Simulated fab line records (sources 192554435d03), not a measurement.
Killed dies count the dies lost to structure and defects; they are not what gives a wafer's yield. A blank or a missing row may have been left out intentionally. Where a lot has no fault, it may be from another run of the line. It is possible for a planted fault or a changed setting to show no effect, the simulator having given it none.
fab line records	flow n5-finfet
record: lots: 10	wafers: 29	last-day: 19
route steps=1938 shown BEOL_M3@967 BEOL_M4@1111
lots that met no fault: taken from a fault-free run of the same line
start-h: hours from the record's opening day to when the first of the lot's shown wafers began	wait-h: hours from the lot's prior step to this one	" the same as in the row above	L1.1+2: several wafers, shown together as one row	- no value, or no start given	* or withheld: withheld	< > ~ a bound
route shown NAME@n: NAME is a module with steps in the file, n the number in the route of the first one	usual: mean/standard deviation taken from wafers without a fault	same: alike in all rows	chamber/n: place in a boat	sites: the reading at each site	_std_site: the values' standard deviation	_edge_site: the outer-site mean with the inner-site mean subtracted	radius-mm: how far each site lies from the wafer's centre	mask NAME#n: copy n	behind: the most recent tool/chamber to have shaped the wafer	hold: why the lot went on hold/how many hours it stayed there/how the hold came to an end	device: the transistor (n, p or np) that didn't switch	end of line: tests of these same wafers at the route's end	a step with no rows: only its recipe	killed: at the first sort, the dies lost to defects and structure; wafer yield is something else	map: a wafer's dies, x killed, . not, _ none there
set.NAME: the setting the step ran with; set.NAME@STEP: the setting that earlier step ran with	model.NAME: the simulator's own value behind a step, which no gauge read
the route's steps for a sample of lots (tables are steps, rows are wafers)
services: from which hour (start-h, from the record's first day; less than 0 if before it) a tool's chamber was out of use, for how many hours, and why
== steps ==
step: N5_BEOL_M3_OVL_MEAS_29
recipe: points-per-wafer: 522
usual: V2_OVL: 0.3/0.82
lot.wafer	tool	chamber	start-h	wait-h	V2_OVL[nm]
L864.1	overlay-02	0	157.28	0.0	1.4
L864.2	"	0	"	"	0.9
L864.5	"	0	"	"	1.9
L868.2	overlay-01	0	174.50	0.0	-1.3
L868.3	"	0	"	"	1.0
L868.6	"	0	"	"	0.4
L869.1	overlay-02	0	186.31	0.0	-0.8
L869.2	"	0	"	"	0.2
L869.6	"	0	"	"	1.0
L872.1	overlay-01	0	198.61	0.0	-0.1
L872.4	"	0	"	"	-0.8
L872.6	"	0	"	"	-0.1
L874.5	overlay-02	0	203.01	0.0	0.9
L874.6	"	0	"	"	1.3
L879.1	overlay-01	0	244.06	0.0	2.0
L879.2	"	0	"	"	0.6
L879.5	"	0	"	"	2.1
L883.1	overlay-02	0	286.38	0.0	0.9
L883.4	"	0	"	"	-1.1
L883.5	"	0	"	"	0.8
L885.2	overlay-02	0	287.21	0.0	0.1
L885.5	"	0	"	"	0.4
L885.6	"	0	"	"	-1.3
L886.1	overlay-01	0	304.28	0.0	-0.3
L886.3	"	0	"	"	0.2
L886.6	"	0	"	"	0.2
L884.2	overlay-01	0	316.82	0.0	-1.2
L884.3	"	0	"	"	0.3
L884.6	"	0	"	"	-0.6
step: N5_BEOL_M3_ETCH_70
recipe: chemistry: N2/H2	target: SOC	target-depth-a: 800	overetch-a: 160	mask-material: SiARC	temp-c: 40	time-s: 120	ion-energy-ev: 200	pressure-mtorr: 30	source-w: 840	bias-w: 150	n2-flow-sccm: 200	h2-flow-sccm: 200
usual: chamber-pressure-mTorr: 30.002/0.029	drypump-motor-current-A: 5.6/0.51	oes-product-au: 0.60/0.057	rf-vpp-V: 524.5/1.8	run-length-s: 143.3/0.41	showerhead-plenum-p-Torr: 2.57/0.057	temp-c: 40.01/0.1	throttle-valve-pct: 17.88/0.19
lot.wafer	tool	chamber	start-h	wait-h	chamber-pressure-mTorr	drypump-motor-current-A	oes-product-au	rf-hours-counter-h	rf-vpp-V	run-length-s	showerhead-plenum-p-Torr	temp-c	throttle-valve-pct
L864.1	rie-diel-04	2	157.66	0.0	29.982	5.0	0.66	64	522.9	143.7	2.46	39.95	17.83
L864.2	"	0	"	"	29.942	5.1	0.61	87	526.3	143.4	2.56	40.00	17.69
L864.5	"	2	"	"	30.021	5.0	0.66	-	521.3	143.5	2.46	39.97	17.82
L868.2	rie-diel-02	0	175.97	0.0	29.983	5.3	0.54	204	522.3	143.8	2.53	39.83	18.23
L868.3	"	2	"	"	29.989	6.4	0.73	5	524.9	142.8	2.60	40.12	17.69
L868.6	"	3	"	"	29.949	5.0	0.58	-	528.1	143.1	2.66	40.00	17.78
L869.1	rie-diel-06	0	190.20	0.0	30.021	4.9	0.53	232	523.6	142.6	2.52	40.08	17.66
L869.2	"	1	"	"	29.987	5.5	0.58	176	527.0	143.1	2.63	39.95	18.00
L869.6	"	3	"	"	29.971	6.3	0.71	-	523.9	143.3	2.51	39.89	17.78
L872.1	rie-diel-02	2	200.68	0.0	30.023	6.3	0.82	12	524.5	126.9	2.60	40.06	17.68
L872.4	"	3	"	"	29.998	5.0	0.57	174	528.4	143.5	2.66	40.11	17.78
L872.6	"	2	"	"	29.996	6.3	0.82	-	525.0	127.1	2.60	40.07	17.70
L874.5	rie-diel-02	2	205.41	0.0	29.984	6.4	0.71	-	524.4	143.5	2.60	40.15	17.70
L874.6	"	1	"	"	30.009	5.8	0.69	-	522.9	127.1	2.55	39.83	17.90
L879.1	rie-diel-06	3	255.57	0.0	30.031	6.3	0.68	27	521.1	143.4	2.51	40.08	17.82
L879.2	"	2	"	"	29.980	5.8	0.57	185	524.5	142.5	2.52	39.89	18.17
L879.5	"	3	"	"	30.008	6.3	0.67	-	522.3	143.8	2.50	39.99	17.79
L883.1	rie-diel-02	1	290.44	0.0	29.975	5.7	0.58	173	524.9	143.5	2.54	40.04	17.93
L883.4	"	3	"	"	30.040	5.0	0.56	201	526.9	143.0	2.65	39.99	17.85
L883.5	"	3	"	"	30.049	5.0	0.56	-	526.2	143.1	2.65	39.97	17.83
L885.2	rie-diel-02	2	298.67	0.0	30.041	6.4	0.67	42	524.5	143.1	2.59	39.96	17.73
L885.5	"	1	"	"	30.007	5.7	0.58	-	524.1	143.6	2.54	40.11	17.93
L885.6	"	2	"	"	30.005	6.3	0.67	-	525.1	142.7	2.59	40.06	17.73
L886.1	rie-diel-02	0	306.26	0.0	30.020	5.3	0.53	240	523.6	144.0	2.51	40.05	18.28
L886.3	"	1	"	"	30.029	5.7	0.58	178	524.4	143.0	2.54	40.24	17.94
L886.6	"	1	"	"	30.010	5.7	0.58	-	524.0	143.1	2.54	40.12	17.94
L884.2	rie-diel-02	2	318.72	0.0	30.051	6.4	0.66	48	524.4	142.7	2.58	39.98	17.75
L884.3	"	3	"	"	29.994	5.0	0.56	208	526.2	143.3	2.65	40.07	17.85
L884.6	"	2	"	"	30.011	6.4	0.66	-	526.6	143.0	2.58	39.96	17.74
step: N5_BEOL_M3_PRE_CLEAN_45
recipe: gas: H2/He	time-s: 30	temp-c: 250
usual: heater-power-w: 343/33
lot.wafer	tool	chamber	start-h	wait-h	heater-power-w
L864.1	pvd-sputter-03	-	158.25	0.0	402
L864.2	"	-	"	"	349
L864.5	"	-	"	"	316
L868.2	pvd-sputter-02	-	176.91	0.0	364
L868.3	"	-	"	"	318
L868.6	"	-	"	"	317
L869.1	pvd-sputter-03	-	191.04	0.0	352
L869.2	"	-	"	"	307
L869.6	"	-	"	"	315
L872.1	pvd-sputter-03	-	201.61	0.0	317
L872.4	"	-	"	"	392
L872.6	"	-	"	"	403
L874.5	pvd-sputter-01	-	206.80	0.0	323
L874.6	"	-	"	"	326
L879.1	pvd-sputter-01	-	256.39	0.0	328
L879.2	"	-	"	"	307
L879.5	"	-	"	"	319
L883.1	pvd-sputter-03	-	291.15	0.0	313
L883.4	"	-	"	"	366
L883.5	"	-	"	"	305
L885.2	pvd-sputter-01	-	299.35	0.0	328
L885.5	"	-	"	"	316
L885.6	"	-	"	"	320
L886.1	pvd-sputter-03	-	307.27	0.0	341
L886.3	"	-	"	"	381
L886.6	"	-	"	"	382
L884.2	pvd-sputter-02	-	319.40	0.0	359
L884.3	"	-	"	"	313
L884.6	"	-	"	"	318
step: N5_BEOL_M3_ALD_84
recipe: material: TaN	target-thk-a: *	temp-c: 275	ald-precursor-family: PDMAT	ald-co-reactant: NH3	pressure-torr: 3	carrier-flow-sccm: 1500	pulse-time-s: 2	purge-time-s: 3	co-reactant-purge-time-s: 2	co-reactant-pulse-time-s: 3	ald-cycles: 30	precursor-vessel-temp-c: 75	precursor-vessel-pressure-torr: 26.25	precursor-vessel-carrier-sccm: 1000
usual: chamber-pressure-Torr: 3.000/0.0065	heater-power-w: 439/35	precursor-vessel-temp-c: 75.00/0.13
same: ald-cycles: 30
lot.wafer	tool	chamber	start-h	wait-h	chamber-pressure-Torr	heater-power-w	precursor-vessel-temp-c
L864.1	ald-metal-01	1	158.31	0.0	2.988	490	74.91
L864.2	"	3	"	"	3.011	414	74.92
L864.5	"	3	"	"	3.010	418	74.92
L868.2	ald-metal-01	1	176.98	0.0	3.001	492	75.18
L868.3	"	2	"	"	2.998	433	74.93
L868.6	"	1	"	"	2.995	493	75.19
L869.1	ald-metal-03	3	191.17	0.1	3.004	475	75.05
L869.2	"	1	"	"	2.996	457	75.04
L869.6	"	0	"	"	2.996	384	75.05
L872.1	ald-metal-01	0	201.70	0.1	2.994	431	75.06
L872.4	"	1	"	"	2.996	503	74.78
L872.6	"	3	"	"	3.012	416	75.01
L874.5	ald-metal-01	2	206.98	0.2	2.999	440	74.90
L874.6	"	3	"	"	3.002	416	75.20
L879.1	ald-metal-04	3	256.47	0.1	3.014	451	75.03
L879.2	"	0	"	"	2.992	410	74.90
L879.5	"	1	"	"	2.986	466	75.07
L883.1	ald-metal-03	3	291.22	0.0	2.987	470	74.79
L883.4	"	1	"	"	3.000	483	75.16
L883.5	"	2	"	"	3.003	407	74.82
L885.2	ald-metal-01	2	299.42	0.0	2.992	424	75.12
L885.5	"	2	"	"	2.991	437	74.93
L885.6	"	1	"	"	2.999	497	75.02
L886.1	ald-metal-03	3	307.56	0.3	2.995	469	75.07
L886.3	"	2	"	"	3.007	413	74.93
L886.6	"	3	"	"	2.989	472	74.92
L884.2	ald-metal-04	0	319.46	0.0	2.997	405	74.98
L884.3	"	2	"	"	3.000	446	74.89
L884.6	"	2	"	"	3.004	451	75.07
step: N5_BEOL_M4_RC_MEAS_101
usual: DIBL_N: 36.3/2.2	DIBL_P: 36.0/2.4	IOFF_N: 0.16/0.042	IOFF_P: 0.22/0.041	ION_N: 672/14	ION_P: 462/7.9	SS_N: 71.7/0.76	SS_P: 73.3/0.72	VT_N: 250/3.6	VT_P: -249/3
lot.wafer	tool	chamber	start-h	wait-h	DIBL_N[mV/V]	DIBL_P[mV/V]	IOFF_N[nA/um]	IOFF_P[nA/um]	ION_N[uA/um]	ION_P[uA/um]	SS_N[mV/dec]	SS_P[mV/dec]	VT_N[mV]	VT_P[mV]
L864.1	prober-02	0	175.75	0.0	37.1	36.6	0.18	0.24	673	467	71.0	73.4	251	-249
L864.2	"	0	"	"	35.7	36.3	0.15	0.24	667	466	71.5	73.0	252	-246
L864.5	"	0	"	"	38.0	37.9	0.20	0.27	679	463	72.0	73.9	244	-244
L868.2	prober-02	0	194.86	0.2	40.6	39.6	0.24	0.30	690	475	71.8	74.6	244	-245
L868.3	"	0	"	"	41.0	40.1	0.25	0.30	691	469	72.7	74.5	241	-244
L868.6	"	0	"	"	41.2	40.5	0.27	0.32	704	477	72.2	74.6	241	-246
L869.1	prober-01	0	205.20	0.0	32.6	30.9	0.10	0.14	651	450	71.1	71.5	256	-253
L869.2	"	0	"	"	35.4	35.6	0.16	0.20	671	460	71.6	72.7	248	-250
L869.6	"	0	"	"	35.2	34.7	0.14	0.18	661	454	72.3	72.0	248	-250
L872.1	prober-01	0	213.24	0.0	36.6	36.9	0.16	0.21	660	459	71.6	73.5	250	-249
L872.4	"	0	"	"	35.3	34.9	0.14	0.18	674	457	71.3	73.5	252	-254
L872.6	"	0	"	"	34.7	34.5	0.12	0.17	661	461	71.5	72.8	255	-252
L874.5	prober-01	0	220.58	0.6	37.6	35.8	0.15	0.23	663	464	72.1	73.1	253	-248
L874.6	"	0	"	"	36.2	34.2	0.13	0.19	652	453	71.6	73.0	254	-250
L879.1	prober-01	0	285.49	0.0	38.7	37.8	0.20	0.27	682	466	72.4	74.4	246	-247
L879.2	"	0	"	"	36.1	35.1	0.13	0.21	671	471	70.9	72.9	253	-249
L879.5	"	0	"	"	37.1	34.7	0.14	0.22	649	452	72.4	73.1	254	-250
L883.1	prober-02	0	316.38	0.0	36.8	37.1	0.18	0.24	679	464	72.0	73.5	247	-248
L883.4	"	0	"	"	36.5	38.0	0.20	0.26	706	483	71.7	73.3	243	-245
L883.5	"	0	"	"	36.3	37.4	0.18	0.23	692	467	71.8	73.1	248	-246
L885.2	prober-01	0	316.66	0.2	39.2	37.0	0.23	0.21	668	447	74.3	73.7	251	-253
L885.5	"	0	"	"	38.6	38.2	0.20	0.22	685	460	72.2	73.6	249	-251
L885.6	"	0	"	"	38.5	37.3	0.20	0.21	688	454	72.5	73.6	250	-250
L886.1	prober-02	0	333.91	0.0	36.6	36.4	0.15	0.18	655	445	72.2	73.0	253	-253
L886.3	"	0	"	"	34.5	35.3	0.13	0.18	664	459	70.8	72.3	251	-255
L886.6	"	0	"	"	33.8	34.7	0.11	0.16	657	453	70.8	72.7	255	-252
L884.2	prober-01	0	342.46	0.6	33.2	34.8	0.14	0.19	674	468	70.5	72.9	251	-251
L884.3	"	0	"	"	34.1	35.7	0.15	0.19	685	470	71.1	72.8	249	-251
L884.6	"	0	"	"	33.4	34.9	0.14	0.20	672	465	71.2	72.7	250	-250
== services ==
tool	chamber	start-h	hours	kind
pvd-sputter-03	-	133.80	2.7	repair
rie-diel-06	2	136.40	2.6	repair
rie-diel-06	3	139.23	-	clean
rie-diel-06	3	139.23	-	consumable-replace:focus-ring
rie-diel-06	3	139.23	27.9	scheduled-down
rie-diel-06	3	139.23	27.9	vent-cycle
rie-diel-06	-	177.84	0.6	repair
rie-diel-04	0	185.19	4.0	repair
rie-diel-06	3	235.37	2.3	repair
rie-diel-06	0	244.91	-	clean
rie-diel-06	0	244.91	-	consumable-replace:focus-ring
rie-diel-06	0	244.91	17.9	scheduled-down
rie-diel-06	0	244.91	17.9	vent-cycle
pvd-sputter-02	-	269.38	29.2	repair
ald-metal-01	-	279.78	14.6	pm
ald-metal-03	2	292.55	14.3	repair
rie-diel-06	1	295.74	3.9	repair
ald-metal-04	-	301.55	2.8	pm
ald-metal-01	-	303.83	14.1	repair
rie-diel-06	1	303.97	8.4	repair
ald-metal-04	3	305.55	25.9	repair
== key ==
first-sign: step: N5_BEOL_M3_ETCH_70	reading: run-length-s	direction: down	sigmas: 39	usual: *	struck: *
effect none on later readings
met-at N5_BEOL_M3_ETCH_70
struck-lots L872,L874
struck-wafers L872.1,L872.6,L874.6
baseline-loss: step: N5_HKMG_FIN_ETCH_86	wafers: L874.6
not-acting-at N5_BEOL_M3_OVL_MEAS_29,N5_BEOL_M3_PRE_CLEAN_45,N5_BEOL_M3_ALD_84
onset-between 175.97 200.68
fault: kind: process-parameter-drift	tool: rie-diel-02	chamber: -	onset-h: 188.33	steps: N5_BEOL_M3_ETCH_70	channel: time-s	offset: *	shape: step	end-h: 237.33	scope: struck-wafers-only	acts-in: *	stated: *
baseline-loss: these wafers lose ten dies or more at that step, a loss of the line's own and not of a fault; the sort's usual values leave them out
